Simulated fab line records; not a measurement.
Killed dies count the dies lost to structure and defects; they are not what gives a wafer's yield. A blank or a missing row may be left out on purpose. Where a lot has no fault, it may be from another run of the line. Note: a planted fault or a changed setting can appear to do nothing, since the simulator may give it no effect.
Problem report, 8D (eight disciplines) form, completed by code    flow n5_finfet    the parts of the form that need people (team, actions taken, sign-off) are left out

== 1. PROBLEM STATEMENT ==
raw_defect_count at N5_FIN_SAQP_INSPECT_40 reads a mean of 536 on 6 wafers of 2 lots; wafers without a fault read 219 with a standard deviation of 60. Relative to the usual mean, that is a shift of +5.3 standard deviations.
The step: inspects for defects (brightfield).
First seen on wafer L859.2, day 4 10:45, on defect_inspect-01. At this step, 24 wafers from 8 lots have a number in the record. Rule for "out", or "out of limits": more than 4 standard deviations from the usual mean. The other wafers with a number count as sound.

== 2. WHAT IT IS, AND WHAT IT ISN'T ==
question                     is                      is not
which readings at this step  raw_defect_count        -
which lots                   L859, L861              L856, L857, L860, L862, L871, L873
which wafers of those lots   all that have a number  -
read on which gauges         defect_inspect-01       defect_inspect-02
when                         from day 4 10:45        up to then (6 sound wafers); but 12 sound wafers of L860, L862, L871, L873 came after

== 3. WHAT RULES OUT EACH SUSPECT ==
Counting: any tool at a process step up to the reading is kept as a suspect provided that every lot that is out went through it and no sound lot did after the first of them.
- the gauge at N5_FIN_SAQP_INSPECT_40 is ruled out. All the wafers that are out were read on defect_inspect-01, but those of them that N5_PASSIVATION_PROBE_49 has rows for are out there too, on other tools.
- rie_diel-05 at N5_FIN_SAQP_SPACER2_ETCHBACK_29 (etches SiO2 in CHF3/O2, target depth 12.2 nm, time 6.1 s): ruled out as a lasting fault. Sound lots L873 ran on it after its first lot that is out, L859 (day 4 09:59).
Left after counting: nothing in the record.

== 4. THE CAUSE (what the simulator had put in) ==
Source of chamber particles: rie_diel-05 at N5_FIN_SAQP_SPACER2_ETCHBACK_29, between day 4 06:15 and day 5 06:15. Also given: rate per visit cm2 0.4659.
Counting ruled it out, wrongly: the rule takes a fault to strike every lot that its tool runs from its start on, and this one did not.

== 5. THE EFFECT CHAIN, in route order ==
One row per reading whose mean, taken over the struck wafers that have a number, lies over 3 standard deviations from the usual. Scope: only readings with a usual standard deviation given in the record; hours: median across lots of the time from each lot's start at the first step in this table that gives one to its start at this step; sigmas: change in usual standard deviations.
hours  step                     reading               usual   on struck wafers  change  sigmas
0      N5_FIN_SAQP_INSPECT_40   raw_defect_count      219     536               +317    +5.3
0      N5_FIN_CUT_INSPECT_10    raw_defect_count      41      346               +305    +28
340    N5_PASSIVATION_PROBE_49  defect_limited_yield  91.4 %  84.9              -6.5    -5.4
340    N5_PASSIVATION_PROBE_49  killed_at_front_end   38      114               +76     +8.2
340    N5_PASSIVATION_PROBE_49  killed_dies           102     178               +76     +5.1
340    N5_PASSIVATION_PROBE_49  sort_bin_5_function   5.0 %   9.7               +4.7    +5.5
340    N5_PASSIVATION_PROBE_49  sort_n_pass           1078    1002              -76     -5.1
340    N5_PASSIVATION_PROBE_49  sort_yield_pct        91.4 %  84.9              -6.5    -5.4
Process steps it contains:
- N5_PASSIVATION_PROBE_49
Later steps that measure or inspect, where all struck wafers having a row at the step show a number for every such reading and not one has moved that far: N5_BEOL_M4_RC_MEAS_101.

== 6. WHAT WOULD HAVE CAUGHT IT SOONER ==
The first out-of-limits reading at a measuring or inspecting step in this record came at day 4 10:45, 4 hours after the fault's start at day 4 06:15.
An alarm limit of 4 standard deviations would not have fired on the tool readings at N5_FIN_SAQP_SPACER2_ETCHBACK_29 for which the record gives a usual standard deviation, since none of them was out on any struck wafer.
